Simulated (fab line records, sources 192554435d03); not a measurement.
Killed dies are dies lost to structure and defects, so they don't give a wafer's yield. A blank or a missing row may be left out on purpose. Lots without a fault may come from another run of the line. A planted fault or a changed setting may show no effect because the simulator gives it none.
Chamber matching | flow n5_finfet | N5_GATE_CUT_HM_DEP_46 on pecvd-03: 3 sister chambers
The step deposits SiO2 from TEOS/O2, target thk 130 nm, time 26.6 s. 14 wafers are shown with their chamber, then 7 later ones without.

WAFERS WITH THEIR CHAMBER
wafer  | chamber | throttle_valve_pct (%) | showerhead_plenum_p_Torr (Torr) | heater_power_w (W)
L077.1 | 0       | 19.7                   | 8.32                            | 639
L077.2 | 2       | 18.1                   | 8.29                            | 773
L077.5 | 0       | 19.9                   | 8.32                            | 636
L081.2 | 2       | 18.1                   | 8.30                            | 744
L081.3 | 0       | 19.8                   | 8.33                            | 607
L081.4 | 0       | 19.8                   | 8.30                            | 617
L087.1 | 0       | 19.8                   | 8.31                            | 623
L087.3 | 2       | 18.3                   | 8.30                            | 821
L087.6 | 1       | 18.2                   | 8.37                            | 566
L088.1 | 1       | 18.6                   | 8.37                            | 559
L088.4 | 1       | 18.3                   | 8.38                            | 575
L088.6 | 2       | 17.9                   | 8.29                            | 708
L092.1 | 0       | 19.7                   | 8.33                            | 654
L092.2 | 1       | 18.1                   | 8.37                            | 591

SIGNATURES (means of the wafers above)
reading                  | chamber 0 | chamber 1 | chamber 2 | scatter within a chamber
throttle_valve_pct       | 19.783    | 18.300    | 18.100    | 0.15
showerhead_plenum_p_Torr | 8.3183    | 8.3725    | 8.2950    | 0.00883
heater_power_w           | 629.33    | 572.75    | 761.50    | 28.4
Rule: a wafer's distance from a chamber is the root of the sum, over the readings, of the square of ((its reading less the chamber's mean) divided by the reading's scatter). The wafer belongs to the nearest chamber; if the next one is less than 2 further off, it can't be placed. The scatter: the root of (the sum of the squares of (reading less its chamber's mean) over the shown wafers, divided by (wafers less chambers)).

WAFERS WITHOUT THEIR CHAMBER
wafer  | throttle_valve_pct (%) | showerhead_plenum_p_Torr (Torr) | heater_power_w (W)
L092.4 | 18.1                   | 8.36                            | 603
L095.3 | 19.9                   | 8.32                            | 559
L095.4 | 18.2                   | 8.29                            | 740
L095.6 | 18.2                   | 8.39                            | 529
L097.1 | 20.2                   | 8.34                            | 528
L097.3 | 18.6                   | 8.28                            | 670
L097.5 | 20.0                   | 8.35                            | 532

WHICH CHAMBER EACH WENT THROUGH
wafer  | from the rows above | in truth
L092.4 | 1                   | 1
L095.3 | 0                   | 0
L095.4 | 2                   | 2
L095.6 | 1                   | 1
L097.1 | 0                   | 0
L097.3 | 2                   | 2
L097.5 | 0                   | 0
Placed correctly: 7 of 7. Can't be placed from these rows: 0. Placed wrongly: 0.
